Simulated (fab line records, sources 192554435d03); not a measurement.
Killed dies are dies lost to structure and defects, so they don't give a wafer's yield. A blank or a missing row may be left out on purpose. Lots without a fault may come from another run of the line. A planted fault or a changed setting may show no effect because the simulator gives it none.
fab line records | flow n5_finfet
record lots=22 wafers=66 last_day=17
route steps=1938 shown BEOL_M9@1467 BEOL_M10@1486
lots that met no fault: from a run of the same line without faults
start_h: hours from the record's first day to the start of the lot's first wafer shown | wait_h: hours since the lot's step before | " the same as in the row above | L1.1+2: a row that stands for several wafers | - no value, or no start given | * or withheld: withheld | < > ~ a bound
route shown NAME@n: a module of which the file shows steps, and the number in the route of the first | usual: mean/standard deviation of fault-free wafers | same: alike in all rows | chamber/n: place in a boat | sites: the reading at each site | _std_site: their standard deviation | _edge_site: outer sites' mean less inner sites' | radius_mm: how far each site lies from the wafer's centre | mask NAME#n: copy n | behind: the tool/chamber that last shaped the wafer | hold: why the lot was held/for how many hours/how that ended | device: the transistor (n, p or np) that didn't switch | end of line: the same wafers' tests at the end of the route | a step without rows: its recipe alone | killed: dies lost to structure and defects at the first sort, not the wafer's yield | map: a wafer's dies, x killed, . not, _ none there
set.NAME: the setting as run; set.NAME@STEP: as run at that earlier step | model.NAME: the simulator's own value behind a step, which no gauge read
steps of the route over a sample of lots; a table a step, a row a wafer
services: from which hour (start_h, from the record's first day; less than 0 if before it) a tool's chamber was out of use, for how many hours, and why
## steps
# step N5_BEOL_M9_DEP_56
# recipe material=SiCN target_thk_a=150 temp_c=withheld precursor=3MS/NH3 pressure_torr=3 rf_w=202 time_s=26.5
# usual showerhead_plenum_p_Torr=3.674/0.011 showerhead_vpp_V=897/59 throttle_valve_pct=9.0/0.47
# columns lot.wafer tool chamber start_h wait_h showerhead_plenum_p_Torr showerhead_vpp_V throttle_valve_pct
L075.2 pecvd-02 2 222.45 0.0 3.689 850 8.7
L075.5 " 0 " " 3.685 963 8.6
L075.6 " 2 " " 3.699 871 8.6
L076.3 pecvd-02 1 224.01 0.0 3.668 981 9.7
L076.4 " 2 " " 3.697 851 8.7
L076.6 " 0 " " 3.686 975 8.4
L077.2 pecvd-02 1 225.82 0.0 3.667 969 9.6
L077.4 " 2 " " 3.675 857 8.9
L077.6 " 1 " " 3.664 993 9.4
L079.1 pecvd-02 0 242.39 0.0 3.679 947 8.7
L079.3 " 2 " " 3.689 851 8.8
L079.5 " 1 " " 3.656 995 9.8
L078.4 pecvd-01 1 243.37 0.0 3.659 869 8.9
L078.5 " 0 " " 3.660 776 8.8
L078.6 " 2 " " 3.690 849 8.9
L080.2 pecvd-03 0 246.83 0.0 3.684 917 9.5
L080.3 " 0 " " 3.675 940 9.5
L080.6 " 0 " " 3.678 934 9.4
L081.1 pecvd-01 0 250.04 0.0 3.661 793 9.0
L081.4 " 2 " " 3.682 851 8.8
L081.5 " 1 " " 3.664 857 8.6
L082.2 pecvd-02 2 261.48 0.0 3.678 839 8.9
L082.4 " 0 " " 3.691 979 8.8
L082.5 " 1 " " 3.661 986 9.7
L083.1 pecvd-01 0 269.44 0.0 3.680 788 9.1
L083.3 " 1 " " 3.659 846 9.2
L083.4 " 0 " " 3.674 805 9.0
L084.1 pecvd-03 0 280.56 0.0 3.687 928 9.6
L084.2 " 2 " " 3.673 929 8.0
L084.4 " 2 " " 3.661 924 8.1
L086.2 pecvd-03 2 287.25 0.0 3.664 909 8.2
L086.4 " 0 " " 3.679 948 9.3
L086.5 " 2 " " 3.664 922 8.0
L085.2 pecvd-01 0 288.68 0.0 3.673 797 9.1
L085.3 " 1 " " 3.667 867 8.7
L085.6 " 1 " " 3.658 864 8.9
L087.1 pecvd-02 0 295.54 0.0 3.678 973 8.8
L087.5 " 1 " " 3.682 992 9.6
L087.6 " 0 " " 3.687 956 8.8
L089.2 pecvd-03 1 305.32 0.0 3.668 919 9.3
L089.5 " 1 " " 3.671 919 9.7
L089.6 " 2 " " 3.670 922 7.8
L091.2 pecvd-01 2 313.19 0.0 3.674 837 8.9
L091.5 " 0 " " 3.667 801 8.8
L091.6 " 1 " " 3.669 871 8.9
L090.2 pecvd-03 1 323.33 0.0 3.671 914 9.3
L090.3 " 0 " " 3.672 943 9.4
L090.5 " 2 " " 3.678 923 8.2
L094.2 pecvd-01 0 326.46 0.0 3.668 798 9.0
L094.3 " 2 " " 3.679 836 8.6
L094.5 " 1 " " 3.647 869 8.9
L092.2 pecvd-02 1 326.56 0.0 3.659 1006 9.6
L092.4 " 2 " " 3.685 850 8.9
L092.5 " 0 " " 3.690 953 8.8
L093.2 pecvd-01 2 330.08 0.0 3.683 842 8.8
L093.3 " 0 " " 3.665 805 9.1
L093.6 " 0 " " 3.666 803 8.9
L095.2 pecvd-02 2 337.87 0.0 3.687 843 8.9
L095.4 " 0 " " 3.695 963 8.5
L095.5 " 2 " " 3.693 860 8.8
L097.3 pecvd-03 1 349.74 0.0 3.674 902 9.5
L097.4 " 2 " " 3.662 916 7.8
L097.6 " 1 " " 3.667 911 9.4
L096.1 pecvd-02 0 352.95 0.0 3.685 940 8.7
L096.4 " 0 " " 3.685 962 9.0
L096.6 " 1 " " 3.662 998 9.4
# step N5_BEOL_M10_DESCUM_16
# recipe chemistry=O2 time_s=7.9 source_power_w=50 bias_power_w=20 pressure_mtorr=20 rf_frequency_hz=2.712e+07 temp_c=40 resist=CAR-ArF o2_flow_sccm=225
# usual chamber_pressure_mTorr=20.002/0.017 drypump_motor_current_A=5.5/0.5 o2_flow_sccm=225.2/0.65 oes_product_au=0.82/0.086 rf_vpp_V=242.7/1.1 showerhead_plenum_p_Torr=2.07/0.052 throttle_valve_pct=20.48/0.17
# columns lot.wafer tool chamber start_h wait_h chamber_pressure_mTorr drypump_motor_current_A o2_flow_sccm oes_product_au rf_hours_counter_h rf_vpp_V showerhead_plenum_p_Torr throttle_valve_pct
L075.2 rie_diel-03 2 225.02 0.7 20.012 5.8 224.2 0.86 59 243.0 2.15 20.41
L075.5 " 2 " " 20.029 5.8 225.4 0.85 - 243.6 2.15 20.43
L075.6 " 1 " " 20.011 5.9 225.2 0.88 - 242.3 2.05 20.41
L076.3 rie_diel-05 0 227.81 0.7 20.021 5.9 225.7 0.85 62 242.5 2.02 20.38
L076.4 " 1 " " 19.977 5.1 224.3 0.82 - 243.9 2.12 20.31
L076.6 " 0 " " 20.006 5.9 224.6 0.85 - 241.9 2.02 20.36
L077.2 rie_diel-05 0 228.17 0.5 19.993 5.9 224.5 0.85 62 241.8 2.02 20.38
L077.4 " 3 " " 20.028 6.1 225.5 0.68 - 243.3 2.08 20.74
L077.6 " 0 " " 20.011 5.9 224.1 0.85 - 240.8 2.02 20.39
L079.1 rie_diel-06 3 245.12 0.3 19.998 4.8 225.6 0.68 230 243.9 2.17 20.84
L079.3 " 0 " " 19.992 5.3 224.7 0.85 55 243.4 2.12 20.08
L079.5 " 0 " " 19.997 5.2 225.9 0.85 - 243.9 2.12 20.09
L078.4 rie_diel-03 3 245.56 0.1 20.021 5.5 224.8 0.93 10 244.7 2.15 20.46
L078.5 " 3 " " 20.024 5.5 225.4 0.92 - 245.0 2.15 20.46
L078.6 " 0 " " 19.974 6.2 225.6 0.94 - 242.2 2.04 20.43
L080.2 rie_diel-03 0 248.44 0.1 20.022 6.3 224.8 0.92 27 242.5 2.04 20.45
L080.3 " 3 " " 20.024 5.5 224.1 0.92 11 244.6 2.15 20.46
L080.6 " 3 " " 19.996 5.5 224.4 0.91 - 244.0 2.15 20.44
L081.1 rie_diel-05 2 254.28 0.0 20.004 4.8 226.1 0.72 189 241.5 2.01 20.70
L081.4 " 3 " " 19.986 6.1 225.3 0.68 229 242.7 2.08 20.74
L081.5 " 0 " " 20.037 5.9 224.8 0.84 - 240.9 2.01 20.39
L082.2 rie_diel-05 1 263.26 0.0 19.976 5.1 225.3 0.80 67 244.1 2.12 20.35
L082.4 " 0 " " 19.976 5.9 225.9 0.83 77 242.9 2.01 20.40
L082.5 " 1 " " 20.003 5.1 225.9 0.80 - 244.2 2.12 20.32
L083.1 rie_diel-06 1 273.62 0.3 19.995 5.9 226.7 0.97 3 242.7 2.05 20.46
L083.3 " 0 " " 19.994 5.3 226.4 0.84 68 242.7 2.11 20.12
L083.4 " 3 " " 19.995 4.8 225.3 0.67 242 245.4 2.17 20.86
L084.1 rie_diel-05 1 283.29 0.0 20.002 5.1 225.5 0.80 74 241.8 2.12 20.35
L084.2 " 3 " " 20.006 6.1 225.8 0.67 238 242.2 2.08 20.75
L084.4 " 2 " " 19.991 4.8 225.0 0.70 199 241.2 2.01 20.72
L086.2 rie_diel-03 0 288.66 0.0 20.005 6.3 225.0 0.91 41 242.7 2.04 20.47
L086.4 " 1 " " 19.999 5.9 225.5 0.86 52 242.4 2.04 20.42
L086.5 " 2 " " 20.001 5.8 225.4 0.83 - 242.8 2.14 20.47
L085.2 rie_diel-05 3 290.08 0.0 19.985 6.1 225.1 0.67 240 242.5 2.07 20.75
L085.3 " 2 " " 19.981 4.8 225.6 0.72 201 240.3 2.01 20.71
L085.6 " 1 " " 20.008 5.1 226.1 0.79 - 243.7 2.11 20.35
L087.1 rie_diel-03 2 298.27 0.0 20.014 5.8 225.0 0.83 87 242.4 2.14 20.49
L087.5 " 1 " " 19.986 5.9 225.1 0.86 - 241.3 2.04 20.43
L087.6 " 0 " " 19.980 6.3 225.1 0.89 - 242.3 2.04 20.46
L089.2 rie_diel-03 0 309.19 0.4 19.997 6.3 225.4 0.90 49 243.0 2.03 20.48
L089.5 " 1 " " 20.001 5.9 224.8 0.86 - 242.0 2.04 20.45
L089.6 " 2 " " 19.994 5.8 225.5 0.83 - 243.5 2.13 20.48
L091.2 rie_diel-05 0 315.02 0.0 20.018 5.9 226.0 0.81 92 242.4 2.01 20.43
L091.5 " 2 " " 20.002 4.8 224.5 0.70 - 241.8 2.01 20.71
L091.6 " 3 " " 19.985 6.1 225.6 0.67 - 243.6 2.07 20.78
L090.2 rie_diel-05 2 325.57 0.0 20.020 4.8 224.4 0.70 213 241.2 2.00 20.74
L090.3 " 1 " " 20.005 5.0 225.2 0.78 87 242.8 2.11 20.37
L090.5 " 0 " " 20.007 5.9 225.2 0.81 - 242.2 2.01 20.43
L094.2 rie_diel-05 0 328.95 0.0 19.983 5.9 224.1 0.82 97 241.9 2.01 20.43
L094.3 " 2 " " 19.967 4.8 225.2 0.70 215 241.5 2.00 20.75
L094.5 " 0 " " 19.998 5.9 224.8 0.81 - 242.2 2.00 20.44
L092.2 rie_diel-06 1 329.04 0.1 19.973 5.9 224.3 0.90 28 243.1 2.04 20.51
L092.4 " 0 " " 19.980 5.2 226.0 0.81 91 244.1 2.10 20.14
L092.5 " 3 " " 19.996 4.8 226.5 0.97 - 246.3 2.16 20.44
L093.2 rie_diel-03 3 332.07 0.0 20.011 5.5 223.5 0.86 40 242.9 2.14 20.48
L093.3 " 0 " " 19.994 6.3 225.8 0.87 58 243.4 2.03 20.49
L093.6 " 3 " " 19.980 5.5 224.6 0.86 - 243.6 2.14 20.51
L095.2 rie_diel-05 2 339.21 0.0 20.012 4.9 225.2 0.69 220 241.4 2.00 20.74
L095.4 " 2 " " 20.001 4.8 226.1 0.69 - 242.2 2.00 20.76
L095.5 " 3 " " 19.998 6.1 224.8 0.99 - 241.8 2.07 20.42
L097.3 rie_diel-05 3 352.74 0.2 19.997 6.1 225.0 0.96 5 242.9 2.07 20.43
L097.4 " 2 " " 19.992 4.9 225.1 0.68 224 241.4 2.00 20.75
L097.6 " 2 " " 20.017 4.8 225.1 0.69 - 239.9 2.00 20.76
L096.1 rie_diel-05 2 356.25 0.0 20.015 4.8 224.8 0.69 226 241.6 2.00 20.75
L096.4 " 0 " " 20.004 5.9 225.7 0.80 104 243.9 2.00 20.45
L096.6 " 0 " " 20.010 5.9 224.9 0.80 - 242.8 2.00 20.43
# step N5_BEOL_M10_HM_OPEN_17
# recipe chemistry=Cl2/BCl3 target_depth_a=200 overetch_a=60 target=TiN mask_material=SOC ion_energy_ev=150 pressure_mtorr=10 icp_w=1000 bias_w=126 Cl2_flow_sccm=53.25 bcl3_flow_sccm=21.75 Ar_flow_sccm=25
# usual chamber_pressure_mTorr=10.001/0.009 drypump_motor_current_A=5.82/0.21 he_backside_leak_sccm=3.37/0.23 oes_product_au=0.66/0.033 throttle_valve_pct=22.2/0.35
# columns lot.wafer tool chamber start_h wait_h chamber_pressure_mTorr drypump_motor_current_A he_backside_leak_sccm oes_product_au rf_hours_counter_h throttle_valve_pct
L075.2 rie_metal-01 1 225.29 0.0 9.989 5.24 3.54 0.60 62 22.2
L075.5 " 1 " " 10.000 5.24 3.55 0.61 - 22.2
L075.6 " 0 " " 10.000 5.95 3.53 0.66 - 21.7
L076.3 rie_metal-03 1 228.11 0.1 10.004 5.82 3.20 0.67 - 22.3
L076.4 " 0 " " 9.992 5.80 3.49 0.64 - 22.0
L076.6 " 1 " " 9.987 5.81 3.16 0.68 - 22.3
L077.2 rie_metal-01 1 228.44 0.0 10.003 5.23 3.32 0.62 62 22.2
L077.4 " 1 " " 9.993 5.21 3.23 0.62 - 22.2
L077.6 " 0 " " 10.008 5.97 3.50 0.67 - 21.7
L079.1 rie_metal-03 0 245.39 0.0 9.998 5.81 3.45 0.64 58 22.1
L079.3 " 0 " " 9.993 5.79 3.40 0.64 - 22.0
L079.5 " 0 " " 10.009 5.78 3.42 0.64 - 22.0
L078.4 rie_metal-02 1 245.86 0.1 10.012 5.88 3.21 0.66 - 22.9
L078.5 " 1 " " 10.007 5.89 3.14 0.65 - 22.8
L078.6 " 0 " " 9.995 6.02 3.13 0.73 - 21.9
L080.2 rie_metal-02 1 248.71 0.0 9.999 5.89 3.28 0.67 36 22.8
L080.3 " 1 " " 9.988 5.87 3.23 0.67 - 22.8
L080.6 " 1 " " 9.989 5.85 3.26 0.67 - 22.8
L081.1 rie_metal-03 0 254.55 0.0 10.006 5.86 3.43 0.64 59 22.0
L081.4 " 0 " " 9.992 5.82 3.54 0.65 - 22.0
L081.5 " 0 " " 10.017 5.80 3.57 0.63 - 22.0
L082.2 rie_metal-02 0 263.54 0.0 10.003 6.01 3.40 0.72 15 21.9
L082.4 " 1 " " 9.990 5.87 3.19 0.67 - 22.8
L082.5 " 1 " " 9.998 5.88 3.32 0.66 - 22.8
L083.1 rie_metal-03 1 273.89 0.0 9.991 5.82 3.15 0.66 45 22.3
L083.3 " 1 " " 9.997 5.82 3.19 0.67 - 22.3
L083.4 " 0 " " 9.994 5.77 3.26 0.63 - 22.1
L084.1 rie_metal-03 1 283.56 0.0 9.994 5.84 3.16 0.66 46 22.3
L084.2 " 0 " " 10.012 5.79 3.63 0.63 62 22.1
L084.4 " 1 " " 9.993 5.84 3.31 0.66 - 22.3
L086.2 rie_metal-02 0 288.93 0.0 10.000 5.99 3.32 0.72 18 21.9
L086.4 " 0 " " 9.988 6.00 3.17 0.73 - 21.9
L086.5 " 0 " " 10.007 6.00 3.29 0.72 - 21.9
L085.2 rie_metal-02 0 290.36 0.0 10.004 6.02 3.29 0.70 18 21.9
L085.3 " 1 " " 10.003 5.87 3.14 0.65 - 22.8
L085.6 " 1 " " 9.986 5.92 3.31 0.65 - 22.9
L087.1 rie_metal-01 0 298.54 0.0 10.008 5.94 3.53 0.65 47 21.7
L087.5 " 0 " " 10.004 5.97 3.58 0.65 - 21.8
L087.6 " 0 " " 9.989 5.96 3.53 0.65 - 21.8
L089.2 rie_metal-03 0 309.47 0.0 10.009 5.81 3.58 0.63 65 22.1
L089.5 " 0 " " 10.006 5.80 3.60 0.62 - 22.1
L089.6 " 1 " " 9.992 5.84 3.19 0.66 - 22.3
L091.2 rie_metal-03 1 315.29 0.0 10.001 5.82 3.46 0.65 50 22.3
L091.5 " 1 " " 9.986 5.83 3.44 0.66 - 22.3
L091.6 " 0 " " 10.005 5.79 3.38 0.62 - 22.1
L090.2 rie_metal-03 1 325.87 0.1 9.995 5.83 3.44 0.66 - 22.3
L090.3 " 1 " " 10.017 5.82 3.31 0.65 - 22.3
L090.5 " 1 " " 10.004 5.84 3.35 0.66 - 22.3
L094.2 rie_metal-02 1 329.23 0.0 10.002 5.84 3.44 0.64 44 22.9
L094.3 " 0 " " 9.998 6.05 3.12 0.70 - 21.9
L094.5 " 1 " " 10.011 5.93 3.32 0.64 - 22.9
L092.2 rie_metal-01 1 329.31 0.0 10.000 5.25 3.46 0.60 68 22.2
L092.4 " 1 " " 10.003 5.22 3.41 0.60 - 22.2
L092.5 " 1 " " 10.005 5.25 3.44 0.60 - 22.2
L093.2 rie_metal-02 0 332.34 0.0 9.996 6.02 3.13 0.70 22 21.9
L093.3 " 1 " " 10.000 5.88 3.39 0.65 - 22.9
L093.6 " 1 " " 9.993 5.87 3.24 0.66 - 22.8
L095.2 rie_metal-03 1 339.51 0.1 9.994 5.83 3.12 0.65 - 22.3
L095.4 " 1 " " 9.999 5.84 3.23 0.65 - 22.3
L095.5 " 1 " " 10.017 5.82 3.28 0.66 - 22.3
L097.3 rie_metal-01 1 353.05 0.1 10.004 5.27 3.42 0.60 - 22.3
L097.4 " 0 " " 9.998 5.98 3.57 0.64 - 21.8
L097.6 " 1 " " 10.012 5.25 3.39 0.61 - 22.2
L096.1 rie_metal-03 1 356.53 0.0 9.998 5.83 3.47 0.64 55 22.3
L096.4 " 1 " " 10.002 5.82 3.34 0.65 - 22.3
L096.6 " 1 " " 10.010 5.84 3.41 0.65 - 22.3
# step N5_BEOL_M10_ALD_74
# recipe material=TaN target_thk_a=20 temp_c=275 ald_precursor_family=PDMAT ald_co_reactant=NH3 pressure_torr=3 carrier_flow_sccm=1500 pulse_time_s=2 purge_time_s=3 co_reactant_purge_time_s=2 co_reactant_pulse_time_s=3 ald_cycles=40 precursor_vessel_temp_c=75 precursor_vessel_pressure_torr=26.25 precursor_vessel_carrier_sccm=1000
# usual heater_power_w=429/47 susceptor_temp_C=274.99/0.18
# same co_reactant_purge_time_s=2 pulse_time_s=2
# columns lot.wafer tool chamber start_h wait_h heater_power_w susceptor_temp_C
L075.2 ald_metal-02 1 229.76 0.0 343 275.14
L075.5 " 0 " " 497 275.05
L075.6 " 3 " " 396 274.76
L076.3 ald_metal-01 3 232.80 0.0 444 274.89
L076.4 " 1 " " 371 274.78
L076.6 " 3 " " 436 275.36
L077.2 ald_metal-04 0 233.04 0.2 452 274.93
L077.4 " 3 " " 462 274.85
L077.6 " 2 " " 392 274.89
L079.1 ald_metal-01 1 248.13 0.0 375 275.15
L079.3 " 2 " " 477 275.18
L079.5 " 0 " " 484 275.10
L078.4 ald_metal-02 2 248.42 0.0 428 275.10
L078.5 " 0 " " 462 274.94
L078.6 " 3 " " 415 275.11
L080.2 ald_metal-02 1 251.34 0.3 334 274.90
L080.3 " 2 " " 433 274.93
L080.6 " 1 " " 328 274.74
L081.1 ald_metal-02 2 257.84 0.1 432 274.81
L081.4 " 3 " " 413 275.05
L081.5 " 3 " " 414 275.13
L082.2 ald_metal-01 2 267.18 0.2 486 274.99
L082.4 " 3 " " 434 274.69
L082.5 " 2 " " 482 274.87
L083.1 ald_metal-04 3 278.06 0.0 468 274.76
L083.3 " 1 " " 360 275.10
L083.4 " 0 " " 469 274.76
L084.1 ald_metal-04 1 286.23 0.0 370 274.89
L084.2 " 3 " " 462 274.97
L084.4 " 2 " " 387 274.62
L086.2 ald_metal-01 2 294.04 0.1 482 275.26
L086.4 " 1 " " 389 274.91
L086.5 " 1 " " 398 275.18
L085.2 ald_metal-04 3 295.15 0.0 458 274.95
L085.3 " 0 " " 464 275.08
L085.6 " 2 " " 378 274.77
L087.1 ald_metal-04 1 301.90 0.1 378 275.13
L087.5 " 2 " " 385 274.94
L087.6 " 3 " " 457 274.88
L089.2 ald_metal-01 0 312.49 0.0 495 275.10
L089.5 " 2 " " 483 274.96
L089.6 " 1 " " 382 274.83
L091.2 ald_metal-01 0 318.51 0.0 503 274.95
L091.5 " 3 " " 435 275.04
L091.6 " 2 " " 476 275.13
L090.2 ald_metal-04 1 328.81 0.1 363 275.34
L090.3 " 3 " " 464 274.78
L090.5 " 1 " " 362 274.89
L094.2 ald_metal-02 2 331.29 0.0 443 274.91
L094.3 " 0 " " 479 275.05
L094.5 " 0 " " 484 275.05
L092.2 ald_metal-04 3 331.55 0.1 462 274.88
L092.4 " 0 " " 453 275.00
L092.5 " 0 " " 458 274.96
L093.2 ald_metal-02 1 336.66 0.0 336 275.32
L093.3 " 2 " " 430 274.89
L093.6 " 2 " " 432 274.64
L095.2 ald_metal-01 0 342.49 0.0 509 275.07
L095.4 " 3 " " 439 275.08
L095.5 " 0 " " 504 275.09
L097.3 ald_metal-04 2 358.31 0.0 384 274.98
L097.4 " 0 " " 445 275.21
L097.6 " 1 " " 371 275.20
L096.1 ald_metal-04 2 358.93 0.0 382 275.19
L096.4 " 1 " " 370 274.75
L096.6 " 0 " " 468 274.53
# step N5_BEOL_M10_SPUTTER_48
# recipe material=Cu target_thk_a=120 temp_c=-20 bias_v=60 power_w=26000 chamber_pressure_pa=0.13 time_s=2
# usual bias_v=60.0/0.58 susceptor_temp_C=-19.98/0.11 throttle_valve_pct=29.5/0.89
# columns lot.wafer tool chamber start_h wait_h bias_v susceptor_temp_C throttle_valve_pct
L075.2 pvd_sputter-01 - 230.46 0.2 61.1 -19.87 29.7
L075.5 " - " " 60.8 -19.92 27.4
L075.6 " - " " 60.6 -19.95 29.6
L076.3 pvd_sputter-01 - 233.48 0.2 60.1 -20.05 27.6
L076.4 " - " " 60.7 -20.05 29.7
L076.6 " - " " 60.5 -20.12 29.8
L077.2 pvd_sputter-01 - 233.66 0.1 59.8 -20.15 29.7
L077.4 " - " " 60.3 -20.09 27.6
L077.6 " - " " 59.5 -19.90 29.7
L079.1 pvd_sputter-01 - 248.89 0.2 60.1 -19.97 29.3
L079.3 " - " " 60.7 -20.05 30.3
L079.5 " - " " 60.6 -19.92 27.6
L078.4 pvd_sputter-02 - 249.22 0.1 59.4 -20.15 30.7
L078.5 " - " " 60.0 -19.97 29.1
L078.6 " - " " 59.6 -20.00 28.9
L080.2 pvd_sputter-03 - 253.67 0.1 59.9 -19.97 29.8
L080.3 " - " " 59.8 -19.89 29.0
L080.6 " - " " 61.3 -19.98 30.5
L081.1 pvd_sputter-01 - 258.54 0.1 60.1 -19.80 29.7
L081.4 " - " " 60.4 -19.90 27.4
L081.5 " - " " 59.5 -20.19 29.5
L082.2 pvd_sputter-01 - 267.72 0.1 60.5 -20.04 29.7
L082.4 " - " " 59.4 -19.98 29.1
L082.5 " - " " 60.5 -20.09 29.8
L083.1 pvd_sputter-03 - 278.70 0.1 59.9 -20.02 30.7
L083.3 " - " " 59.7 -20.05 30.1
L083.4 " - " " 60.5 -19.85 29.9
L084.1 pvd_sputter-02 - 286.72 0.1 60.3 -20.06 29.1
L084.2 " - " " 61.0 -20.04 29.5
L084.4 " - " " 59.2 -20.03 30.5
L086.2 pvd_sputter-03 - 294.88 0.2 60.5 -19.88 28.6
L086.4 " - " " 58.4 -20.08 29.9
L086.5 " - " " 59.8 -20.14 29.2
L085.2 pvd_sputter-03 - 295.84 0.1 58.7 -19.97 30.4
L085.3 " - " " 59.8 -20.01 29.7
L085.6 " - " " 59.2 -20.06 29.7
L087.1 pvd_sputter-03 - 302.92 0.2 59.3 -20.01 29.6
L087.5 " - " " 59.9 -20.01 30.1
L087.6 " - " " 60.6 -19.98 30.1
L089.2 pvd_sputter-01 - 313.35 0.5 60.6 -19.91 29.8
L089.5 " - " " 60.7 -19.95 29.7
L089.6 " - " " 59.8 -19.83 29.3
L091.2 pvd_sputter-02 - 319.09 0.1 59.4 -19.81 28.8
L091.5 " - " " 58.8 -20.01 29.4
L091.6 " - " " 60.1 -19.84 30.5
L090.2 pvd_sputter-02 - 329.41 0.1 59.8 -20.02 29.5
L090.3 " - " " 60.7 -19.99 30.9
L090.5 " - " " 59.7 -19.96 30.3
L094.2 pvd_sputter-03 - 331.80 0.1 60.0 -20.06 30.5
L094.3 " - " " 59.2 -20.01 29.6
L094.5 " - " " 59.0 -19.96 29.1
L092.2 pvd_sputter-01 - 332.06 0.1 59.7 -19.84 29.2
L092.4 " - " " 61.0 -20.08 29.7
L092.5 " - " " 61.3 -20.04 29.4
L093.2 pvd_sputter-01 - 337.38 0.2 60.6 -20.02 29.7
L093.3 " - " " 59.3 -20.07 27.6
L093.6 " - " " 60.3 -20.05 29.9
L095.2 pvd_sputter-03 - 344.94 1.7 59.1 -19.93 30.5
L095.4 " - " " 60.5 -19.98 30.4
L095.5 " - " " 59.9 -19.92 29.0
L097.3 pvd_sputter-01 - 359.05 0.2 59.5 -20.13 29.2
L097.4 " - " " 60.2 -20.02 29.8
L097.6 " - " " 60.0 -20.04 29.3
L096.1 pvd_sputter-02 - 359.63 0.2 60.7 -19.84 29.0
L096.4 " - " " 60.5 -19.87 30.6
L096.6 " - " " 59.8 -20.09 29.2
# step N5_BEOL_M10_CMP_52
# recipe stop_on=SiCOH_lowk t_overpolish_s=7 down_force_psi=1 platen_rpm=50 clearing_platen_down_force_psi=1.5 clearing_platen_rpm=50 post_cmp_clean=cu_alkaline target_thk_nm=140 clearing_platen_pad_velocity_m_s=0.99484 pad_velocity_m_s=0.99484
# usual barrier_field_endpoint_s=29.2/1.1 motor_current_A=6.2/0.63 overpolish_run_s=6.999/0.01 time_to_endpoint_s=68/5.3
# columns lot.wafer tool chamber start_h wait_h barrier_field_endpoint_s motor_current_A overpolish_run_s time_to_endpoint_s
L075.2 cmp-04 0 231.03 0.2 29.9 5.7 6.994 68
L075.5 " 3 " " 29.0 7.2 6.998 64
L075.6 " 0 " " 30.4 5.8 7.005 69
L076.3 cmp-03 0 234.13 0.2 28.1 7.1 6.979 65
L076.4 " 1 " " 28.4 5.6 7.003 65
L076.6 " 0 " " 28.0 7.4 6.997 63
L077.2 cmp-01 3 234.41 0.3 31.3 5.9 7.014 78
L077.4 " 1 " " 30.4 5.8 6.995 75
L077.6 " 2 " " 29.2 7.0 7.008 67
L079.1 cmp-03 1 249.42 0.3 29.7 6.0 6.991 67
L079.3 " 2 " " 29.4 6.1 6.992 64
L079.5 " 1 " " 30.9 5.8 7.011 66
L078.4 cmp-01 3 250.30 0.2 31.7 6.2 6.989 77
L078.6 " 1 " " 30.8 6.1 6.992 72
L078.5 " 2 " " 29.6 6.5 7.003 65
L080.2 cmp-01 2 254.43 0.2 28.4 6.2 6.999 64
L080.3 " 0 " " 27.4 6.9 7.004 61
L080.6 " 2 " " 29.3 6.7 6.994 67
L081.4 cmp-03 1 259.77 0.6 29.0 6.1 7.020 64
L081.1 " 0 " " 28.2 7.2 7.002 63
L081.5 " 2 " " 28.0 6.5 7.012 66
L082.2 cmp-03 0 268.24 0.2 28.3 7.3 6.985 64
L082.4 " 2 " " 29.6 6.0 6.979 69
L082.5 " 0 " " 28.7 6.9 6.995 60
L083.3 cmp-03 1 279.47 0.2 29.5 6.3 7.005 64
L083.4 " 3 " " 30.9 5.2 6.999 71
L083.1 " 0 " " 28.3 7.3 7.008 61
L084.2 cmp-01 3 287.49 0.2 30.7 6.1 6.990 76
L084.1 " 0 " " 28.0 6.5 7.005 65
L084.4 " 1 " " 29.7 5.5 7.010 72
L086.2 cmp-03 3 295.53 0.3 30.3 5.4 7.012 72
L086.4 " 1 " " 29.9 5.6 7.017 64
L086.5 " 2 " " 28.5 6.2 7.003 61
L085.3 cmp-01 3 296.77 0.2 31.1 6.2 7.001 79
L085.2 " 1 " " 29.6 6.2 6.998 75
L085.6 " 2 " " 28.7 6.5 6.999 68
L087.1 cmp-01 1 304.13 0.3 30.2 5.7 6.973 76
L087.5 " 0 " " 27.0 6.6 7.007 61
L087.6 " 1 " " 30.1 5.9 6.993 73
L089.2 cmp-04 3 314.08 0.3 29.6 7.5 6.991 64
L089.5 " 1 " " 30.3 6.0 6.990 69
L089.6 " 2 " " 31.2 5.2 6.998 74
L091.2 cmp-03 2 319.89 0.3 28.5 6.3 6.996 64
L091.5 " 3 " " 30.5 5.3 7.000 72
L091.6 " 0 " " 29.0 7.4 6.992 63
L090.2 cmp-03 0 330.16 0.3 28.4 7.5 6.995 60
L090.3 " 2 " " 29.2 6.2 7.019 64
L090.5 " 1 " " 30.2 5.9 6.984 66
L094.3 cmp-03 3 332.44 0.2 30.5 5.2 6.985 72
L094.2 " 0 " " 27.7 7.3 7.002 63
L094.5 " 0 " " 28.0 7.8 6.991 62
L092.4 cmp-01 0 332.64 0.2 27.7 6.2 7.019 57
L092.2 " 2 " " 28.3 6.9 7.004 65
L092.5 " 0 " " 27.5 6.3 7.001 62
L093.3 cmp-03 3 337.98 0.2 29.3 5.4 7.003 68
L093.2 " 0 " " 27.9 7.4 6.979 64
L093.6 " 2 " " 29.0 6.3 7.002 66
L095.2 cmp-01 1 345.50 0.2 29.8 5.6 7.002 75
L095.4 " 3 " " 32.0 5.9 6.991 81
L095.5 " 1 " " 30.3 5.5 7.003 72
L097.3 cmp-04 3 359.80 0.2 28.0 7.2 7.012 61
L097.4 " 1 " " 30.3 6.2 7.001 66
L097.6 " 3 " " 28.7 7.1 6.994 60
L096.4 cmp-04 2 360.22 0.2 29.0 5.3 7.001 68
L096.1 " 3 " " 28.1 7.0 6.982 67
L096.6 " 1 " " 29.1 6.2 6.999 69
## services
# columns tool chamber start_h hours kind
pecvd-03 - 205.77 3.3 repair
rie_diel-03 0 218.61 7.7 repair
cmp-03 - 220.80 0.6 repair
pecvd-01 - 227.49 1.4 repair
rie_diel-05 - 229.22 0.1 repair
cmp-01 - 258.31 4.0 pm
pecvd-02 2 262.76 15.1 repair
ald_metal-02 3 264.59 6.8 repair
pecvd-02 - 268.90 14.6 pm
ald_metal-02 - 274.12 2.8 pm
cmp-03 - 281.20 3.0 repair
pecvd-03 - 300.66 0.8 pm
cmp-03 - 302.98 5.4 pm
cmp-03 - 316.32 1.8 repair
rie_metal-03 0 323.04 36.5 repair
ald_metal-02 1 330.69 2.0 repair
pvd_sputter-03 - 332.51 3.0 repair
pecvd-02 1 333.32 4.9 repair
ald_metal-04 3 337.57 26.2 repair
ald_metal-01 - 338.70 1.2 pm
ald_metal-04 - 340.15 6.0 pm
cmp-03 - 340.67 15.1 pm
cmp-01 - 346.52 0.4 repair
rie_metal-02 - 355.62 2.8 pm
## key
fault none
